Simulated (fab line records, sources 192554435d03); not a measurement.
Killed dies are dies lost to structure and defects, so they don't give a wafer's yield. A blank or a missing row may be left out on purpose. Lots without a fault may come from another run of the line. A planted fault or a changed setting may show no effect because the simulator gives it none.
Which tool did it? | flow n5_finfet | 24 lots, 72 wafers sampled, at 6 steps of a route of 1938

WHAT THE GAUGES READ, wafer by wafer
N5_BEOL_M7_CD_MEAS_11: target cd 38.5 nm.
lot  | measured     | on        | cd_nm (nm)
L074 | day 9 06:55  | cd_sem-02 | 37.7 38.1 38.2
L075 | day 10 00:47 | cd_sem-02 | 38.8 38.2 38.6
L077 | day 10 00:56 | cd_sem-01 | 38.6 38.2 38.3
L076 | day 10 05:52 | cd_sem-02 | 39.1 38.8 39.1
L078 | day 10 06:14 | cd_sem-02 | 38.4 38.6 37.6
L079 | day 10 09:11 | cd_sem-03 | 38.2 38.3 38.3
L081 | day 11 19:55 | cd_sem-03 | 38.5 38.9 38.6
L082 | day 11 19:12 | cd_sem-01 | 39.0 38.6 38.5
L083 | day 11 23:25 | cd_sem-03 | 38.6 39.2 38.4
L080 | day 12 00:17 | cd_sem-01 | 38.3 37.6 38.1
L084 | day 12 03:41 | cd_sem-02 | 38.5 38.2 38.5
L085 | day 12 07:00 | cd_sem-02 | 38.1 38.5 38.2
L086 | day 12 18:13 | cd_sem-02 | 39.3 38.6 37.8
L090 | day 12 23:59 | cd_sem-01 | 37.9 37.8 38.3
L087 | day 13 22:05 | cd_sem-01 | 38.1 38.0 38.5
L088 | day 14 01:32 | cd_sem-01 | 38.2 38.6 38.6
L089 | day 14 03:07 | cd_sem-02 | 37.9 37.1 37.5
L091 | day 14 06:41 | cd_sem-02 | 38.7 37.5 38.6
L092 | day 15 00:54 | cd_sem-01 | 38.6 38.7 38.5
L094 | day 15 17:52 | cd_sem-01 | 38.8 37.9 39.0
L097 | day 15 21:18 | cd_sem-02 | 38.0 37.7 37.8
L093 | day 15 21:51 | cd_sem-01 | 39.3 38.4 38.8
L095 | day 16 06:20 | cd_sem-01 | 38.9 39.4 38.7
L096 | day 16 07:06 | cd_sem-01 | 37.8 37.9 38.4

N5_BEOL_M7_CD_MEAS_18: pitch 80 nm, target cd 40 nm.
lot  | measured     | on        | cd_nm (nm)
L074 | day 9 07:31  | cd_sem-01 | 39.2 40.1 40.3
L075 | day 10 01:32 | cd_sem-03 | 40.6 39.8 40.3
L077 | day 10 01:40 | cd_sem-01 | 39.8 40.2 40.1
L076 | day 10 06:58 | cd_sem-02 | 40.7 40.5 40.8
L078 | day 10 07:14 | cd_sem-01 | 39.7 40.5 39.3
L079 | day 10 09:49 | cd_sem-03 | 39.5 39.3 39.8
L081 | day 11 20:28 | cd_sem-03 | 40.1 41.0 40.3
L082 | day 11 19:46 | cd_sem-03 | 40.6 40.0 40.2
L083 | day 11 23:59 | cd_sem-01 | 39.9 40.5 39.9
L080 | day 12 00:50 | cd_sem-01 | 40.0 39.0 39.5
L084 | day 12 04:47 | cd_sem-02 | 40.2 40.0 40.0
L085 | day 12 07:35 | cd_sem-01 | 40.0 40.2 39.2
L086 | day 12 18:49 | cd_sem-02 | 40.2 40.1 38.8
L090 | day 13 00:34 | cd_sem-03 | 39.2 39.1 39.8
L087 | day 13 23:02 | cd_sem-02 | 39.8 39.2 39.8
L088 | day 14 02:20 | cd_sem-02 | 39.3 40.1 40.3
L089 | day 14 03:44 | cd_sem-02 | 38.9 38.8 39.0
L091 | day 14 07:24 | cd_sem-02 | 40.0 38.1 40.3
L092 | day 15 01:28 | cd_sem-03 | 40.6 39.6 40.2
L094 | day 15 18:25 | cd_sem-02 | 40.0 40.0 39.9
L097 | day 15 21:56 | cd_sem-01 | 39.6 38.8 39.3
L093 | day 15 22:25 | cd_sem-03 | 40.8 40.0 40.8
L095 | day 16 06:59 | cd_sem-03 | 40.8 41.3 40.7
L096 | day 16 07:44 | cd_sem-01 | 40.0 39.4 40.3

N5_BEOL_M7_OVL_MEAS_29.
lot  | measured     | on         | V6_OVL (nm)
L074 | day 9 08:43  | overlay-01 | -0.7 0.1 -0.6
L075 | day 10 02:14 | overlay-01 | 0.1 -0.4 -0.3
L077 | day 10 02:25 | overlay-01 | -1.2 -1.2 -1.2
L076 | day 10 08:05 | overlay-01 | -1.4 -0.6 -0.7
L078 | day 10 07:55 | overlay-01 | -1.1 -1.4 -1.1
L079 | day 10 11:00 | overlay-01 | -0.5 0.8 -0.5
L081 | day 11 21:36 | overlay-02 | 0.8 1.0 1.9
L082 | day 11 22:02 | overlay-01 | 0.5 0.1 -0.4
L083 | day 12 03:14 | overlay-02 | 0.6 0.4 -0.8
L080 | day 12 03:25 | overlay-02 | 0.7 0.6 1.1
L084 | day 12 05:19 | overlay-02 | 0.5 0.6 0.3
L085 | day 12 09:48 | overlay-01 | -0.3 -0.3 0.0
L086 | day 12 19:10 | overlay-01 | 0.0 -0.1 -1.1
L090 | day 13 03:02 | overlay-02 | 0.4 1.2 0.5
L087 | day 14 00:22 | overlay-02 | 0.0 -0.7 0.3
L088 | day 14 02:44 | overlay-01 | -1.3 0.2 -1.0
L089 | day 14 06:02 | overlay-01 | 0.0 -0.8 -0.3
L091 | day 14 08:51 | overlay-02 | 0.6 0.5 -0.5
L092 | day 15 02:03 | overlay-01 | 0.3 0.2 -0.3
L094 | day 15 20:27 | overlay-02 | 0.3 0.3 -0.1
L097 | day 16 00:06 | overlay-02 | -0.1 0.2 -0.1
L093 | day 16 01:18 | overlay-01 | -0.2 1.1 0.3
L095 | day 16 09:19 | overlay-01 | -0.2 -0.1 -0.4
L096 | day 16 09:15 | overlay-02 | -0.7 -0.8 -1.4

WHICH TOOL RAN EACH LOT (tool, then ch and the chambers of the sampled wafers, then the start)
lot  | N5_BEOL_M6_DESCUM_16               | N5_BEOL_M6_PRE_CLEAN_45      | N5_BEOL_M7_DESCUM_16
L074 | rie_diel-04 ch 0,1, day 8 23:48    | pvd_sputter-01, day 9 03:16  | rie_diel-02 ch 2,3, day 9 07:03
L075 | rie_diel-01 ch 0,1,3, day 9 15:32  | pvd_sputter-03, day 9 18:28  | rie_diel-02 ch 1,2,3, day 10 00:53
L077 | rie_diel-03 ch 2,3, day 9 17:19    | pvd_sputter-02, day 9 20:47  | rie_diel-02 ch 0,2, day 10 01:13
L076 | rie_diel-03 ch 0,2, day 9 20:02    | pvd_sputter-02, day 10 00:14 | rie_diel-05 ch 0,1,3, day 10 06:31
L078 | rie_diel-03 ch 0,2,3, day 9 23:51  | pvd_sputter-03, day 10 02:26 | rie_diel-05 ch 1,2,3, day 10 06:46
L079 | rie_diel-01 ch 0,3, day 10 02:34   | pvd_sputter-02, day 10 05:10 | rie_diel-05 ch 1,2,3, day 10 09:16
L081 | rie_diel-01 ch 0,1,3, day 11 10:35 | pvd_sputter-02, day 11 15:59 | rie_diel-06 ch 2,3, day 11 20:00
L082 | rie_diel-04 ch 0,1,2, day 11 12:02 | pvd_sputter-02, day 11 15:49 | rie_diel-05 ch 0,3, day 11 19:17
L083 | rie_diel-01 ch 0,1, day 11 15:07   | pvd_sputter-03, day 11 18:38 | rie_diel-05 ch 0,1,3, day 11 23:31
L080 | rie_diel-04 ch 0,1, day 11 16:56   | pvd_sputter-01, day 11 19:05 | rie_diel-05 ch 0,1,3, day 12 00:23
L084 | rie_diel-01 ch 0,1,3, day 11 19:19 | pvd_sputter-02, day 11 23:19 | rie_diel-05 ch 2,3, day 12 04:20
L085 | rie_diel-03 ch 1,2,3, day 11 23:00 | pvd_sputter-02, day 12 04:12 | rie_diel-02 ch 0,1,3, day 12 07:08
L086 | rie_diel-01 ch 0,3, day 12 11:46   | pvd_sputter-02, day 12 14:38 | rie_diel-05 ch 0,1,2, day 12 18:20
L090 | rie_diel-03 ch 0,1,2, day 12 15:04 | pvd_sputter-01, day 12 18:49 | rie_diel-05 ch 0,1,2, day 13 00:06
L087 | rie_diel-04 ch 1,3, day 13 09:57   | pvd_sputter-01, day 13 17:31 | rie_diel-06 ch 1,3, day 13 22:10
L088 | rie_diel-01 ch 1,2,3, day 13 17:23 | pvd_sputter-02, day 13 19:27 | rie_diel-02 ch 0,1, day 14 01:44
L089 | rie_diel-03 ch 0,2,3, day 13 18:44 | pvd_sputter-01, day 13 22:07 | rie_diel-02 ch 0,1,3, day 14 03:13
L091 | rie_diel-03 ch 1,2, day 13 22:25   | pvd_sputter-02, day 14 02:11 | rie_diel-02 ch 1,3, day 14 06:56
L092 | rie_diel-01 ch 0,1,3, day 14 17:19 | pvd_sputter-03, day 14 20:58 | rie_diel-05 ch 0,2,3, day 15 00:59
L094 | rie_diel-01 ch 1,2,3, day 15 09:46 | pvd_sputter-03, day 15 13:45 | rie_diel-05 ch 0,2,3, day 15 17:57
L097 | rie_diel-01 ch 1,2, day 15 11:18   | pvd_sputter-01, day 15 14:16 | rie_diel-02 ch 0,2,3, day 15 21:26
L093 | rie_diel-03 ch 0,2,3, day 15 15:05 | pvd_sputter-02, day 15 17:45 | rie_diel-06 ch 0,1,2, day 15 21:57
L095 | rie_diel-04 ch 1,2,3, day 15 21:44 | pvd_sputter-03, day 16 01:22 | rie_diel-02 ch 1,2, day 16 06:26
L096 | rie_diel-03 ch 0,3, day 15 22:59   | pvd_sputter-03, day 16 02:10 | rie_diel-02 ch 1,2, day 16 07:11
- N5_BEOL_M6_DESCUM_16: chemistry O2, time 7.9 s.
- N5_BEOL_M6_PRE_CLEAN_45: time 30 s.
- N5_BEOL_M7_DESCUM_16: chemistry O2, time 7.9 s.

WHAT THE TOOLS THEMSELVES READ (means of the sampled wafers that have a number; where no wafer has one, the mark that the record gives instead)
N5_BEOL_M6_DESCUM_16.
lot  | tool        | chamber_pressure_mTorr (mTorr) | drypump_motor_current_A (A) | oes_product_au (a.u.) | rf_vpp_V (V) | showerhead_plenum_p_Torr (Torr) | throttle_valve_pct (%)
L074 | rie_diel-04 | 20.006                         | 5.66                        | 0.71                  | 243.3        | 2.04                            | 20.36
L075 | rie_diel-01 | 19.990                         | 5.41                        | 0.75                  | 242.5        | 2.05                            | 20.30
L077 | rie_diel-03 | 20.004                         | 5.27                        | 0.86                  | 244.9        | 2.18                            | 20.58
L076 | rie_diel-03 | 20.003                         | 5.54                        | 0.91                  | 244.0        | 2.17                            | 20.06
L078 | rie_diel-03 | 19.987                         | 5.40                        | 0.89                  | 243.6        | 2.17                            | 20.32
L079 | rie_diel-01 | 19.988                         | 5.28                        | 0.80                  | 243.2        | 2.06                            | 20.21
L081 | rie_diel-01 | 20.009                         | 5.41                        | 0.73                  | 242.2        | 2.05                            | 20.34
L082 | rie_diel-04 | 19.997                         | 5.61                        | 0.78                  | 241.5        | 2.03                            | 20.23
L083 | rie_diel-01 | 20.000                         | 5.42                        | 0.67                  | 243.4        | 2.09                            | 20.43
L080 | rie_diel-04 | 20.000                         | 5.65                        | 0.70                  | 242.6        | 2.03                            | 20.39
L084 | rie_diel-01 | 19.990                         | 5.41                        | 0.73                  | 243.0        | 2.04                            | 20.34
L085 | rie_diel-03 | 19.999                         | 5.40                        | 0.88                  | 244.2        | 2.17                            | 20.52
L086 | rie_diel-01 | 20.002                         | 5.31                        | 0.72                  | 243.7        | 2.10                            | 20.34
L090 | rie_diel-03 | 20.007                         | 5.53                        | 0.89                  | 244.5        | 2.17                            | 20.27
L087 | rie_diel-04 | 20.018                         | 5.69                        | 0.69                  | 241.3        | 1.99                            | 20.36
L088 | rie_diel-01 | 20.007                         | 5.54                        | 0.84                  | 242.8        | 2.08                            | 20.25
L089 | rie_diel-03 | 20.021                         | 5.41                        | 0.84                  | 243.9        | 2.16                            | 20.37
L091 | rie_diel-03 | 20.002                         | 5.54                        | 0.89                  | 243.8        | 2.17                            | 20.46
L092 | rie_diel-01 | 20.009                         | 5.40                        | 0.90                  | 244.5        | 2.12                            | 20.08
L094 | rie_diel-01 | 19.988                         | 5.54                        | 0.80                  | 243.0        | 2.07                            | 20.27
L097 | rie_diel-01 | 20.000                         | 5.72                        | 0.77                  | 242.6        | 2.06                            | 20.39
L093 | rie_diel-03 | 20.008                         | 5.41                        | 0.83                  | 244.2        | 2.16                            | 20.39
L095 | rie_diel-04 | 20.003                         | 5.52                        | 0.84                  | 243.4        | 2.10                            | 20.17
L096 | rie_diel-03 | 19.994                         | 5.57                        | 0.81                  | 243.3        | 2.13                            | 20.44

N5_BEOL_M6_PRE_CLEAN_45.
lot  | tool           | heater_power_w (W)
L074 | pvd_sputter-01 | 336
L075 | pvd_sputter-03 | 346
L077 | pvd_sputter-02 | 353
L076 | pvd_sputter-02 | 352
L078 | pvd_sputter-03 | 349
L079 | pvd_sputter-02 | 330
L081 | pvd_sputter-02 | 329
L082 | pvd_sputter-02 | 351
L083 | pvd_sputter-03 | 346
L080 | pvd_sputter-01 | 329
L084 | pvd_sputter-02 | 355
L085 | pvd_sputter-02 | 355
L086 | pvd_sputter-02 | 331
L090 | pvd_sputter-01 | 337
L087 | pvd_sputter-01 | 332
L088 | pvd_sputter-02 | 359
L089 | pvd_sputter-01 | 344
L091 | pvd_sputter-02 | 336
L092 | pvd_sputter-03 | 328
L094 | pvd_sputter-03 | 337
L097 | pvd_sputter-01 | 349
L093 | pvd_sputter-02 | 353
L095 | pvd_sputter-03 | 328
L096 | pvd_sputter-03 | 330

N5_BEOL_M7_DESCUM_16.
lot  | tool        | chamber_pressure_mTorr (mTorr) | drypump_motor_current_A (A) | oes_product_au (a.u.) | rf_vpp_V (V) | showerhead_plenum_p_Torr (Torr) | throttle_valve_pct (%)
L074 | rie_diel-02 | 20.008                         | 6.1                         | 0.72                  | 241.4        | 2.05                            | 20.53
L075 | rie_diel-02 | 19.998                         | 6.0                         | 0.72                  | 242.9        | 2.08                            | 20.54
L077 | rie_diel-02 | 19.996                         | 6.0                         | 0.71                  | 243.1        | 2.07                            | 20.56
L076 | rie_diel-05 | 19.993                         | 5.7                         | 0.77                  | 242.6        | 2.06                            | 20.34
L078 | rie_diel-05 | 19.999                         | 5.9                         | 0.71                  | 241.3        | 2.04                            | 20.51
L079 | rie_diel-05 | 19.995                         | 5.9                         | 0.70                  | 242.9        | 2.04                            | 20.51
L081 | rie_diel-06 | 19.991                         | 6.3                         | 0.70                  | 242.0        | 2.04                            | 20.70
L082 | rie_diel-05 | 20.014                         | 5.4                         | 0.77                  | 244.3        | 2.09                            | 20.32
L083 | rie_diel-05 | 19.994                         | 5.6                         | 0.76                  | 242.4        | 2.06                            | 20.35
L080 | rie_diel-05 | 20.002                         | 5.6                         | 0.76                  | 243.3        | 2.06                            | 20.36
L084 | rie_diel-05 | 19.994                         | 5.7                         | 0.80                  | 242.6        | 2.07                            | 20.36
L085 | rie_diel-02 | 19.996                         | 6.2                         | 0.73                  | 243.6        | 2.09                            | 20.66
L086 | rie_diel-05 | 19.999                         | 6.2                         | 0.84                  | 242.7        | 2.06                            | 20.25
L090 | rie_diel-05 | 20.011                         | 6.1                         | 0.83                  | 242.1        | 2.06                            | 20.26
L087 | rie_diel-06 | 19.999                         | 5.7                         | 0.73                  | 242.4        | 2.06                            | 20.39
L088 | rie_diel-02 | 19.977                         | 6.2                         | 0.70                  | 243.1        | 2.11                            | 20.69
L089 | rie_diel-02 | 20.033                         | 6.3                         | 0.71                  | 244.4        | 2.08                            | 20.67
L091 | rie_diel-02 | 20.003                         | 6.2                         | 0.73                  | 242.5        | 2.06                            | 20.65
L092 | rie_diel-05 | 19.988                         | 6.0                         | 0.81                  | 242.1        | 2.08                            | 20.22
L094 | rie_diel-05 | 19.995                         | 6.0                         | 0.81                  | 243.1        | 2.08                            | 20.23
L097 | rie_diel-02 | 20.014                         | 6.4                         | 0.79                  | 241.7        | 2.04                            | 20.59
L093 | rie_diel-06 | 20.009                         | 6.3                         | 0.84                  | 244.0        | 2.12                            | 20.31
L095 | rie_diel-02 | 20.000                         | 5.8                         | 0.76                  | 243.9        | 2.12                            | 20.43
L096 | rie_diel-02 | 20.009                         | 5.8                         | 0.86                  | 243.1        | 2.09                            | 20.32

THE ANSWER, worked out from the rows above alone
Rule: what is usual is taken from the lots themselves. Put in order of their means at a reading, lots are off if they are a third of the lots or fewer, leave a main group of 4 or more, and stand apart from it by a gap of 3 or more times the standard deviation of the main group's means; of several such gaps the widest counts. A main group whose means are all the same, to the digits that the tables above print for the reading, isn't used. A lot without any number at a reading at which 4 lots or more have one is off too. The other lots that the step has rows for count as sound. The gauges are gone through in route order, then the tools' own readings, and for those a lot's mean is taken as printed above. The first step at which some lot is off is used, and at that step the reading that is off furthest; a lot without a number counts as furthest.
No lot is off at any reading shown: from this, nothing can be told.

WHAT THE SIMULATOR HAD PUT IN
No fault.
